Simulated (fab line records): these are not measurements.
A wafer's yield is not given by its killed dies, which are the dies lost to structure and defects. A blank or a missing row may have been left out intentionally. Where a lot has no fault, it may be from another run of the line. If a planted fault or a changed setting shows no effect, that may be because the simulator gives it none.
One fault through the eyes of 3 desks    flow n5-finfet    each desk holds nothing but its own numbers, with what lay behind them at the end

THE METROLOGY DESK
Lot by lot, what the gauges showed, no matter which tool ran the lot: averages of those sampled wafers that carry a number. The brackets show how far a lot's mean lies from the usual mean; more than 4 standard deviations puts the lot out of limits, marked OUT.
Columns: A = cd-nm at N5_BEOL_M9_CD_MEAS_11, usual 64.1 nm; B = M9_OVL at N5_BEOL_M9_OVL_MEAS_12, usual 0.1 nm
lot   first seen here  A     B
L465  day 10 09:23     63.9  0.3
L466  day 11 07:30     64.2  -0.6
L474  day 13 05:40     64.8  0.4
L477  day 14 00:23     64.3  -0.1
L479  day 14 13:34     64.2  -0.6
L480  day 14 14:32     64.5  0.0
L483  day 15 09:08     64.0  0.6
This desk found nothing out of limits on any of the 7 lots.

THE DEFECT DESK
What the inspections along the route counted, lot by lot: means of the sampled wafers that have a number. The brackets show how far a lot's mean lies from the usual mean; more than 4 standard deviations puts the lot out of limits, marked OUT.
Columns: A = raw-defect-count at N5_BEOL_M9_INSPECT_13, usual 417
lot   first seen here  A
L465  day 10 09:26     304
L466  day 11 07:33     495
L474  day 13 05:44     393
L477  day 14 00:26     488
L479  day 14 13:37     402
L480  day 14 14:35     367
L483  day 15 09:11     302
This desk found nothing out of limits on any of the 7 lots.

FOR THE TOOL OWNER'S DESK: rie-metal-03
The tool's own readings at N5_BEOL_M9_HM_OPEN_17 (chemistry Cl2/BCl3, target TiN, target depth 20 nm, overetch 6 nm): means of the sampled wafers that have a number, for each lot that ran on this tool. The brackets show how far a lot's mean lies from the usual mean; more than 4 standard deviations puts the lot out of limits, marked OUT.
Columns: A = drypump-motor-current-A at N5_BEOL_M9_HM_OPEN_17, usual 6.0 A; B = oes-product-au at N5_BEOL_M9_HM_OPEN_17, usual 0.68 a.u.; C = throttle-valve-pct at N5_BEOL_M9_HM_OPEN_17, usual 22.03 %
lot   first seen here  A    B     C
L465  day 10 09:47     6.3  0.72  21.98
L474  day 13 06:17     6.2  0.71  21.95
L479  day 14 13:56     6.5  0.68  22.01
L480  day 14 14:55     6.2  0.71  21.97
This desk found nothing out of limits on any of the 4 lots.

PUT TOGETHER
Metrology desk: nothing out of limits seen.
No out-of-limits result turned up at the defect desk.
The tool owner's desk saw nothing out of limits.

WHAT HAD BEEN PUT IN BY THE SIMULATOR
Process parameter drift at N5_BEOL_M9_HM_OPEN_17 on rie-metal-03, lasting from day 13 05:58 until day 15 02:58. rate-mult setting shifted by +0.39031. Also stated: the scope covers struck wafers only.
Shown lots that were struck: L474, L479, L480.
